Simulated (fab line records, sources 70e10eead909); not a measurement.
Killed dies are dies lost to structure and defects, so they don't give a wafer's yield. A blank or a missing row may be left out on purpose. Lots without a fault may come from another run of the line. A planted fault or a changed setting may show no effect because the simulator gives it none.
A struck lot beside a sound one | flow nand_harc | 14 steps out of a route of 1159
Sound: wafers L924.1, L924.3, L924.5. Struck: wafers L929.2, L929.4, L929.6. The cause comes at the end.
At each step with rows: each side's tool, then ch and its chambers, then its first start. Under that, the readings that differ: sound wafers | struck wafers | difference of the means | sigmas: that difference in standard deviations of wafers without a fault.
alike: readings whose means differ by less than 2 such deviations, and words and numbers that are the same on both sides. not compared: withheld readings, readings that some wafer has no value for, bounds like >300 that may hide the same value, and numbers for which the record gives no deviation and whose values overlap.
The two part at a step that has a row with sigmas, a row that says differs or no value, or rows on one side only. Numbers that don't overlap but have no deviation are shown without sigmas and don't part them. A reading that every wafer of one side lacks parts them only if that side has two wafers or more.

NHARC_P_M1_PRE_CLEAN_30: time 30 s.
  sound on pvd_sputter-02; struck on pvd_sputter-03
  alike: heater_power_w
then, 1 step without rows for these wafers: NHARC_P_M1_PVD_20 (deposits TaN, target thk 5 nm, time 8.06 s).
NHARC_P_M1_PVD_21: deposits Cu, target thk 30 nm, time 20.49 s.
  sound on pvd_sputter-02; struck on pvd_sputter-03
  alike: throttle_valve_pct
then, 1 step without rows for these wafers: NHARC_P_M1_ECD_22 (material Cu, target thk 400 nm).
NHARC_P_M1_ANNEAL_31: time 90 s.
  sound on rtp_anneal-02 ch 0, day 6 20:43; struck on rtp_anneal-02 ch 0, day 7 19:32
  alike: wafer_temp_C_max
then, 1 step without rows for these wafers: NHARC_P_M1_CMP_23 (polishes, t overpolish 20 s, target thk 157.82 nm).
NHARC_P_M1_THK_MEAS_24: measures by xrf.
  sound on film_metro-02, day 6 21:23; struck on film_metro-02, day 7 20:09
  alike: thk_nm
then, 1 step without rows for these wafers: NHARC_P_M1_SRD_25.
NHARC_P_M1_INSPECT_27:
  sound on defect_inspect-01, day 6 21:35; struck on defect_inspect-02, day 7 20:19
  alike: raw_defect_count
NHARC_P_M1_PRE_CLEAN_32: time 12 s.
  sound on pecvd-01 ch 1,2, day 6 21:40; struck on pecvd-04 ch 0,1, day 7 20:24
  alike: heater_power_w
NHARC_P_M1_DEP_33: deposits SiCN, target thk 30 nm.
  sound on pecvd-01 ch 1,2, day 6 21:46; struck on pecvd-04 ch 0,1, day 7 20:32
  reading            | sound       | struck      | difference | sigmas
  heater_power_w (W) | 694 659 668 | 476 488 517 | -180       | -2
  alike: showerhead_vpp_V
NHARC_P_M2_DEP_00: deposits SiOC, target thk 182.5 nm.
  sound on pecvd-04 ch 0,1,2, day 6 22:07; struck on pecvd-03 ch 0,1,2, day 7 21:28
  alike: showerhead_vpp_V
then, 1 step without rows for these wafers: NHARC_P_M2_DEHYDRATE_01 (time 120 s).
-- the record jumps here: 13 days lie between the struck wafers' starts before and after (it left off in module P_M2 and takes up again in module END, whose first step shown is number 1159 of the route) --
NHARC_END_SORT_01:
  sound on prober-01 ch 0, day 20 00:32; struck on prober-01 ch 0, day 21 01:52
  reading                  | sound          | struck         | difference | sigmas
  defect_limited_yield (%) | 96.8 97.0 97.6 | 0 0 0          | -97        | -61
  killed_at_periphery      | 3 1 4          | 661 657 656    | +655       | +99 or more
  killed_dies              | 22 20 16       | 677 677 677    | +658       | +60
  killed_short             | 7 1 3          | 0 1 2          | -3         | -2
  sort_bin_2_pct (%)       | 1.0 1.2 0.3    | 97.8 97.8 96.9 | +96.7      | +99 or more
  sort_n_pass              | 655 657 661    | 0 0 0          | -658       | -60
  sort_rim_yield_pct (%)   | 98.1 99.1 99.1 | 0 0 0          | -99        | -33
  sort_yield_pct (%)       | 96.8 97.0 97.6 | 0 0 0          | -97        | -61
  alike: killed_at_array, killed_at_other, killed_open, sort_bin_3_pct, sort_bin_4_pct

WHERE THEY PART
First at NHARC_P_M1_DEP_33; last, within this record, at NHARC_END_SORT_01.

WHY: what the simulator had put in
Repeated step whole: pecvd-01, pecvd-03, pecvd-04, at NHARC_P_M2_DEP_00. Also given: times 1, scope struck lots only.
